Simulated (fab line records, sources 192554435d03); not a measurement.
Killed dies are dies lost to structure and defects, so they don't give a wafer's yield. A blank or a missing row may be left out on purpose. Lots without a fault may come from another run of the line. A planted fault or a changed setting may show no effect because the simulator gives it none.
fab line records | flow n5_finfet
record lots=12 wafers=36 last_day=17
route steps=1938 shown MOL_CONTACT_COAG@610 MIM_BOT_ETCH@1868 PASSIVATION@1910
lots that met no fault: from a run of the same line without faults
start_h: hours from the record's first day to the start of the lot's first wafer shown | wait_h: hours since the lot's step before | " the same as in the row above | L1.1+2: a row that stands for several wafers | - no value, or no start given | * or withheld: withheld | < > ~ a bound
route shown NAME@n: a module of which the file shows steps, and the number in the route of the first | usual: mean/standard deviation of fault-free wafers | same: alike in all rows | chamber/n: place in a boat | sites: the reading at each site | _std_site: their standard deviation | _edge_site: outer sites' mean less inner sites' | radius_mm: how far each site lies from the wafer's centre | mask NAME#n: copy n | behind: the tool/chamber that last shaped the wafer | hold: why the lot was held/for how many hours/how that ended | device: the transistor (n, p or np) that didn't switch | end of line: the same wafers' tests at the end of the route | a step without rows: its recipe alone | killed: dies lost to structure and defects at the first sort, not the wafer's yield | map: a wafer's dies, x killed, . not, _ none there
set.NAME: the setting as run; set.NAME@STEP: as run at that earlier step | model.NAME: the simulator's own value behind a step, which no gauge read
steps of the route over a sample of lots; a table a step, a row a wafer
services: from which hour (start_h, from the record's first day; less than 0 if before it) a tool's chamber was out of use, for how many hours, and why
## steps
# step N5_MOL_CONTACT_COAG_ETCH_67
# recipe chemistry=N2/H2 target=SOC target_depth_a=600 overetch_a=210 mask_material=SiARC temp_c=40 time_s=101.2 ion_energy_ev=200 pressure_mtorr=30 source_w=840 bias_w=150 n2_flow_sccm=200 h2_flow_sccm=200
# usual drypump_motor_current_A=6.0/0.44 n2_flow_sccm=200.0/0.66 oes_product_au=0.62/0.058 rf_vpp_V=523.4/2.5 showerhead_plenum_p_Torr=2.53/0.075 throttle_valve_pct=17.79/0.26
# columns lot.wafer tool chamber start_h wait_h drypump_motor_current_A n2_flow_sccm oes_product_au rf_hours_counter_h rf_vpp_V showerhead_plenum_p_Torr throttle_valve_pct
L554.1 rie_diel-04 2 100.49 0.0 6.4 200.4 0.61 182 524.6 2.54 18.08
L554.2 " 3 " " 6.1 199.2 0.69 87 522.3 2.46 17.58
L554.5 " 3 " " 6.1 199.3 0.69 - 521.9 2.46 17.56
L555.1 rie_diel-05 3 104.98 0.0 6.2 199.2 0.60 207 526.6 2.61 17.54
L555.2 " 1 " " 5.0 200.8 0.62 170 524.0 2.54 17.66
L555.3 " 2 " " 6.0 200.5 0.59 220 518.9 2.42 18.07
L556.1 rie_diel-03 3 117.84 0.0 5.5 201.1 0.78 17 521.4 2.51 17.73
L556.2 " 1 " " 6.6 200.2 0.74 35 521.6 2.49 17.49
L556.4 " 0 " " 5.4 201.4 0.62 - 524.0 2.52 17.78
L557.2 rie_diel-05 3 119.66 0.0 6.2 200.1 0.60 211 526.0 2.61 17.54
L557.3 " 2 " " 6.0 200.1 0.59 224 519.2 2.42 18.07
L557.5 " 3 " " 6.2 198.9 0.60 - 526.3 2.61 17.52
L559.1 rie_diel-05 1 129.28 0.0 5.0 199.7 0.61 177 523.3 2.53 17.68
L559.4 " 0 " " 5.9 200.9 0.59 223 520.5 2.42 17.79
L559.6 " 3 " " 6.1 200.7 0.59 - 525.8 2.61 17.55
L566.1 rie_diel-03 0 174.34 0.0 5.4 199.9 0.60 186 522.0 2.51 17.83
L566.2 " 3 " " 5.5 200.4 0.75 38 522.4 2.50 17.78
L566.4 " 1 " " 6.6 200.7 0.72 56 522.3 2.49 17.53
L567.1 rie_diel-03 0 180.37 0.0 5.3 199.7 0.61 190 522.3 2.51 17.81
L567.5 " 1 " " 6.6 200.0 0.71 - 522.9 2.48 17.53
L567.6 " 2 " " 6.0 200.6 0.60 - 525.7 2.62 18.39
L572.2 rie_diel-05 3 212.24 0.0 6.2 201.0 0.59 238 525.9 2.60 17.60
L572.4 " 0 " " 5.8 200.4 0.57 - 519.8 2.41 17.84
L572.6 " 3 " " 6.1 200.3 0.59 - 527.4 2.60 17.58
L573.1 rie_diel-04 3 215.85 0.0 6.1 200.3 0.66 135 520.2 2.44 17.65
L573.4 " 1 " " 6.1 198.5 0.57 246 526.9 2.61 17.66
L573.6 " 0 " " 6.6 200.2 0.58 - 525.1 2.62 17.60
L574.1 rie_diel-04 0 219.79 0.0 6.6 200.8 0.58 218 524.7 2.62 17.62
L574.2 " 2 " " 6.4 199.7 0.58 230 523.2 2.52 18.18
L574.6 " 1 " " 6.1 200.7 0.57 - 526.2 2.61 17.65
L575.3 rie_diel-05 2 234.68 0.0 5.9 199.5 0.82 4 529.3 2.72 17.75
L575.5 " 1 " " 5.0 199.4 0.59 - 521.5 2.52 17.75
L575.6 " 3 " " 6.1 199.0 0.58 - 525.5 2.60 17.60
L577.1 rie_diel-04 0 240.49 0.0 6.6 199.6 0.58 225 525.8 2.61 17.63
L577.2 " 2 " " 6.3 199.7 0.57 238 522.1 2.51 18.19
L577.3 " 3 " " 6.1 201.0 0.65 144 520.8 2.44 17.67
# step N5_MIM_BOT_ETCH_ETCH_00
# recipe chemistry=Cl2/BCl3 target=TiN target_depth_a=455 ion_energy_ev=150 pressure_mtorr=10 icp_w=1000 bias_w=126 Cl2_flow_sccm=53.25 bcl3_flow_sccm=21.75 Ar_flow_sccm=25
# usual drypump_motor_current_A=5.4/0.44 oes_product_au=0.74/0.061 throttle_valve_pct=21.85/0.27
# columns lot.wafer tool chamber start_h wait_h drypump_motor_current_A oes_product_au rf_hours_counter_h throttle_valve_pct
L554.1 rie_metal-03 1 254.87 0.1 5.9 0.64 110 22.52
L554.2 " 0 " " 4.8 0.68 76 21.95
L554.5 " 1 " " 5.9 0.65 - 22.52
L556.1 rie_metal-01 0 262.76 0.1 4.9 0.70 74 21.83
L556.2 " 1 " " 5.0 0.83 20 21.51
L556.4 " 0 " " 4.9 0.70 - 21.83
L555.1 rie_metal-02 0 266.55 0.1 5.5 0.75 42 22.01
L555.2 " 1 " " 6.0 0.77 45 21.64
L555.3 " 0 " " 5.5 0.75 - 22.01
L557.2 rie_metal-03 0 276.72 0.1 4.8 0.67 78 21.98
L557.3 " 1 " " 5.9 0.64 - 22.55
L557.5 " 1 " " 5.9 0.63 - 22.54
L559.1 rie_metal-01 1 300.55 0.1 5.0 0.83 22 21.51
L559.4 " 0 " " 4.9 0.69 - 21.84
L559.6 " 1 " " 5.0 0.83 - 21.52
L567.1 rie_metal-01 1 339.24 0.1 5.0 0.80 27 21.55
L567.5 " 1 " " 5.0 0.82 - 21.53
L567.6 " 0 " " 4.9 0.68 - 21.85
L566.1 rie_metal-01 1 354.49 0.1 5.0 0.81 28 21.52
L566.2 " 0 " " 4.9 0.68 81 21.85
L566.4 " 0 " " 4.9 0.68 - 21.85
L572.2 rie_metal-03 1 370.68 0.1 5.9 0.95 3 22.46
L572.4 " 1 " " 5.9 0.95 - 22.46
L572.6 " 1 " " 5.9 0.94 - 22.45
L573.1 rie_metal-02 1 391.65 0.1 5.9 0.75 57 21.65
L573.4 " 1 " " 6.0 0.76 - 21.65
L573.6 " 1 " " 6.0 0.75 - 21.66
L574.1 rie_metal-01 0 397.76 0.1 4.9 0.67 85 21.84
L574.2 " 1 " " 5.0 0.79 32 21.54
L574.6 " 0 " " 4.9 0.67 - 21.86
L577.1 rie_metal-02 0 397.97 0.1 5.5 0.73 56 22.03
L577.2 " 1 " " 6.0 0.75 58 21.67
L577.3 " 1 " " 6.0 0.76 - 21.64
L575.3 rie_metal-01 1 399.34 0.1 5.0 0.79 - 21.55
L575.5 " 0 " " 4.9 0.68 - 21.86
L575.6 " 1 " " 5.0 0.80 - 21.54
# step N5_PASSIVATION_ETCH_59
# recipe chemistry=Cl2/BCl3 target=TaN target_depth_a=650 time_s=34.9 ion_energy_ev=100 pressure_mtorr=10 icp_w=900 bias_w=100 Cl2_flow_sccm=60 bcl3_flow_sccm=30
# usual drypump_motor_current_A=5.4/0.46 oes_product_au=0.75/0.082 throttle_valve_pct=21.1/0.31
# columns lot.wafer tool chamber start_h wait_h drypump_motor_current_A oes_product_au rf_hours_counter_h throttle_valve_pct
L554.1 rie_metal-02 1 262.52 0.3 5.9 0.78 45 20.8
L554.2 " 0 " " 5.6 0.75 42 21.2
L554.5 " 0 " " 5.5 0.75 - 21.2
L556.1 rie_metal-03 0 266.08 0.3 4.8 0.68 77 21.2
L556.2 " 1 " " 5.8 0.63 111 21.7
L556.4 " 0 " " 4.8 0.69 - 21.1
L555.1 rie_metal-02 1 273.74 0.3 6.0 0.77 46 20.8
L555.2 " 0 " " 5.5 0.75 43 21.2
L555.3 " 1 " " 6.0 0.77 - 20.9
L557.2 rie_metal-03 1 280.40 0.3 5.8 0.64 112 21.7
L557.3 " 1 " " 5.9 0.63 - 21.7
L557.5 " 0 " " 4.8 0.67 - 21.2
L559.1 rie_metal-03 0 304.94 0.3 4.8 0.67 81 21.2
L559.4 " 1 " " 5.8 0.63 - 21.7
L559.6 " 1 " " 5.8 0.63 - 21.7
L567.1 rie_metal-03 1 343.37 0.3 5.9 0.97 1 21.6
L567.5 " 1 " " 5.8 0.98 - 21.6
L567.6 " 0 " " 4.8 0.67 - 21.2
L566.1 rie_metal-02 1 357.82 0.3 6.0 0.77 54 20.8
L566.2 " 0 " " 5.5 0.73 52 21.2
L566.4 " 0 " " 5.5 0.73 - 21.2
L572.2 rie_metal-02 0 374.40 0.3 5.5 0.72 54 21.2
L572.4 " 1 " " 6.0 0.75 - 20.8
L572.6 " 1 " " 5.9 0.76 - 20.8
L573.1 rie_metal-03 0 398.76 0.3 4.8 0.66 89 21.2
L573.4 " 1 " " 5.8 0.92 - 21.6
L573.6 " 1 " " 5.9 0.91 - 21.6
L574.1 rie_metal-01 0 405.24 0.3 4.9 0.68 86 21.0
L574.2 " 1 " " 5.0 0.80 33 20.7
L574.6 " 1 " " 5.0 0.79 - 20.7
L577.1 rie_metal-03 1 405.39 0.3 5.8 0.91 6 21.6
L577.2 " 0 " " 4.8 0.65 90 21.2
L577.3 " 0 " " 4.8 0.65 - 21.2
L575.3 rie_metal-02 1 405.75 0.2 6.0 0.75 - 20.8
L575.5 " 0 " " 5.5 0.72 - 21.2
L575.6 " 1 " " 6.0 0.75 - 20.8
# step N5_PASSIVATION_PROBE_49
# usual killed_at_M0_to_M3=34/11 killed_at_M4_up=14/5.7 killed_at_contacts=14/6.9 killed_at_front_end=40/11 killed_at_other=4/3.1 killed_dies=105/17 killed_on_rim=14/4.1 killed_open=70/13 killed_short=34/7.6
# same gross_dies=1180 killed_at_back_side=0
# columns lot.wafer tool chamber start_h wait_h killed_at_M0_to_M3 killed_at_M4_up killed_at_contacts killed_at_front_end killed_at_other killed_dies killed_on_rim killed_open killed_short
L557.2 prober-01 - 284.88 0.1 48 16 7 48 1 120 18 77 38
L557.3 prober-01 - 284.93 0.1 57 20 3 31 4 115 15 73 39
L557.5 prober-01 - 285.03 0.2 35 21 4 42 1 103 9 69 30
L567.1 prober-01 - 348.40 0.2 29 11 91 30 0 161 31 51 26
L567.5 prober-01 - 348.60 0.4 51 5 146 34 1 237 22 70 37
L567.6 prober-01 - 348.65 0.5 23 20 104 19 0 166 23 52 20
L566.1 prober-01 - 362.11 0.0 36 12 90 26 5 169 26 63 22
L566.2 prober-01 - 362.16 0.1 34 10 134 31 0 209 10 64 22
L566.4 prober-01 - 362.26 0.2 43 14 136 28 2 223 22 66 27
L572.2 prober-02 - 378.90 0.1 46 18 15 39 1 119 19 87 31
L572.4 prober-02 - 379.00 0.2 32 28 14 28 0 102 15 74 28
L572.6 prober-02 - 379.10 0.3 27 27 27 29 3 113 18 75 33
# killed by level:class
L557.2 FIN_SAQP:geometric_particle:open=15 BEOL_M0_SAQP:geometric_particle:short=12 FIN_SAQP:geometric_particle:short=9 DUMMY_GATE:geometric_particle:open=9 BEOL_M1:geometric_particle:open=7 BEOL_M0_SAQP:geometric_particle:open=7 BEOL_M0:geometric_particle:open=7 BEOL_M3:geometric_particle:open=6
L557.3 BEOL_M0_SAQP:geometric_particle:short=15 BEOL_M0_SAQP:geometric_particle:open=12 BEOL_M3:geometric_particle:open=9 FIN_SAQP:geometric_particle:open=8 BEOL_M4:geometric_particle:open=8 DUMMY_GATE:geometric_particle:open=8 BEOL_M1:geometric_particle:open=8 BEOL_M4:geometric_particle:short=6
L557.5 FIN_SAQP:geometric_particle:open=13 BEOL_M0_SAQP:geometric_particle:open=11 BEOL_M4:geometric_particle:open=10 STI_FIN_REVEAL:geometric_particle:open=9 FIN_SAQP:geometric_particle:short=6 BEOL_M1:geometric_particle:open=6 DUMMY_GATE:geometric_particle:open=5 BEOL_M0_SAQP:geometric_particle:short=5
L567.1 MOL_CONTACT_COAG:unspecified=84 STI_FIN_REVEAL:geometric_particle:open=12 BEOL_M3:geometric_particle:open=8 BEOL_M0_SAQP:geometric_particle:short=7 MOL_CONTACT_COAG:geometric_particle:open=4 BEOL_M0_SAQP:geometric_particle:open=4 BEOL_M0:geometric_particle:open=4 BEOL_M4:geometric_particle:open=4
L567.5 MOL_CONTACT_COAG:unspecified=130 BEOL_M1:geometric_particle:open=15 BEOL_M0_SAQP:geometric_particle:short=14 MOL_CONTACT_COAG:geometric_particle:open=12 BEOL_M0_SAQP:geometric_particle:open=11 STI_FIN_REVEAL:geometric_particle:open=10 FIN_SAQP:geometric_particle:short=6 FIN_SAQP:geometric_particle:open=5
L567.6 MOL_CONTACT_COAG:unspecified=94 BEOL_M0_SAQP:geometric_particle:open=8 STI_FIN_REVEAL:geometric_particle:open=6 BEOL_M5:geometric_particle:open=6 MOL_CONTACT_COAG:geometric_particle:short=5 MOL_CONTACT_COAG:geometric_particle:open=5 BEOL_M6:geometric_particle:open=5 BEOL_M7:geometric_particle:open=5
L566.1 MOL_CONTACT_COAG:unspecified=82 BEOL_M2:geometric_particle:open=10 BEOL_M3:geometric_particle:open=10 MOL_CONTACT_COAG:geometric_particle:open=7 BEOL_M4:geometric_particle:open=7 FIN_SAQP:geometric_particle:open=5 FIN_SAQP:geometric_particle:short=4 DUMMY_GATE:geometric_particle:open=4
L566.2 MOL_CONTACT_COAG:unspecified=121 BEOL_M3:geometric_particle:open=11 STI_FIN_REVEAL:geometric_particle:open=10 MOL_CONTACT_COAG:geometric_particle:open=9 BEOL_M0_SAQP:geometric_particle:open=6 BEOL_M1:geometric_particle:open=6 BEOL_M2:geometric_particle:open=5 MOL_CONTACT_COAG:geometric_particle:short=4
L566.4 MOL_CONTACT_COAG:unspecified=130 BEOL_M2:geometric_particle:open=21 BEOL_M4:geometric_particle:open=11 BEOL_M0_SAQP:geometric_particle:open=8 FIN_SAQP:geometric_particle:short=7 MOL_CONTACT_COAG:geometric_particle:open=5 DUMMY_GATE:geometric_particle:open=4 GATE_CUT:geometric_particle:short=4
L572.2 BEOL_M3:geometric_particle:open=17 MOL_CONTACT_COAG:geometric_particle:open=14 FIN_SAQP:geometric_particle:open=9 BEOL_M0_SAQP:geometric_particle:short=9 BEOL_M4:geometric_particle:open=9 DUMMY_GATE:geometric_particle:open=8 BEOL_M2:geometric_particle:open=6 GATE_CUT:geometric_particle:short=4
L572.4 BEOL_M4:geometric_particle:open=14 BEOL_M3:geometric_particle:open=13 MOL_CONTACT_COAG:geometric_particle:open=10 STI_FIN_REVEAL:geometric_particle:open=9 BEOL_M0:geometric_particle:open=6 BEOL_M4:geometric_particle:short=6 MOL_CONTACT_COAG:geometric_particle:short=4 BEOL_M0_SAQP:geometric_particle:open=4
L572.6 MOL_CONTACT_COAG:geometric_particle:open=21 BEOL_M4:geometric_particle:open=10 BEOL_M0_SAQP:geometric_particle:short=9 BEOL_M0_SAQP:geometric_particle:open=9 STI_FIN_REVEAL:geometric_particle:open=8 FIN_SAQP:geometric_particle:open=6 MOL_CONTACT_COAG:geometric_particle:short=6 DUMMY_GATE:geometric_particle:open=4
## services
# columns tool chamber start_h hours kind
rie_diel-03 - 95.44 6.3 repair
rie_diel-04 1 111.29 4.4 repair
rie_metal-02 - 129.41 25.4 repair
rie_diel-04 0 137.60 42.6 repair
rie_metal-03 0 169.80 2.5 repair
rie_diel-05 - 172.74 15.6 pm
rie_diel-05 2 209.68 - clean
rie_diel-05 2 209.68 - consumable_replace:focus_ring
rie_diel-04 - 223.43 2.3 repair
rie_diel-03 1 242.80 8.4 repair
rie_metal-01 - 243.20 14.6 pm
rie_metal-02 1 247.55 14.2 repair
rie_diel-04 3 254.77 12.9 repair
rie_metal-03 1 307.70 - clean
rie_metal-03 1 307.70 23.8 scheduled_down
rie_metal-03 1 307.70 23.8 vent_cycle
rie_diel-03 3 308.90 6.4 repair
rie_metal-03 - 321.59 1.4 pm
rie_diel-04 3 323.50 7.8 repair
rie_metal-02 1 326.92 5.5 repair
rie_diel-04 0 329.44 10.8 repair
rie_diel-03 0 331.16 12.6 repair
rie_metal-02 0 366.10 2.4 repair
rie_diel-04 - 398.00 2.8 pm
## key
first_sign step=N5_PASSIVATION_PROBE_49 reading=killed_at_contacts direction=up sigmas=15 usual=14 struck=117
effect step=N5_PASSIVATION_PROBE_49 reading=killed_dies direction=up sigmas=5.4 usual=105 struck=194
more_kills_born_at N5_MOL_CONTACT_COAG_ETCH_67@rie_diel-03=641
met_at N5_MOL_CONTACT_COAG_ETCH_67
struck_lots L566,L567
tester_left_out L566,L567
not_acting_at N5_MIM_BOT_ETCH_ETCH_00,N5_PASSIVATION_ETCH_59
onset_between 117.84 174.34
fault kind=chamber_particle_source tool=rie_diel-03 chamber=- onset_h=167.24 steps=N5_MOL_CONTACT_COAG_ETCH_67 rate_per_visit_cm2=0.97907 end_h=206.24
# tester_left_out: of these lots the tester's yield and bins aren't shown, on N5 and GAA mostly nor the transistor test; their killed dies are dies lost to structure and defects alone, not to doping, threshold or leakage, so they don't give the yield
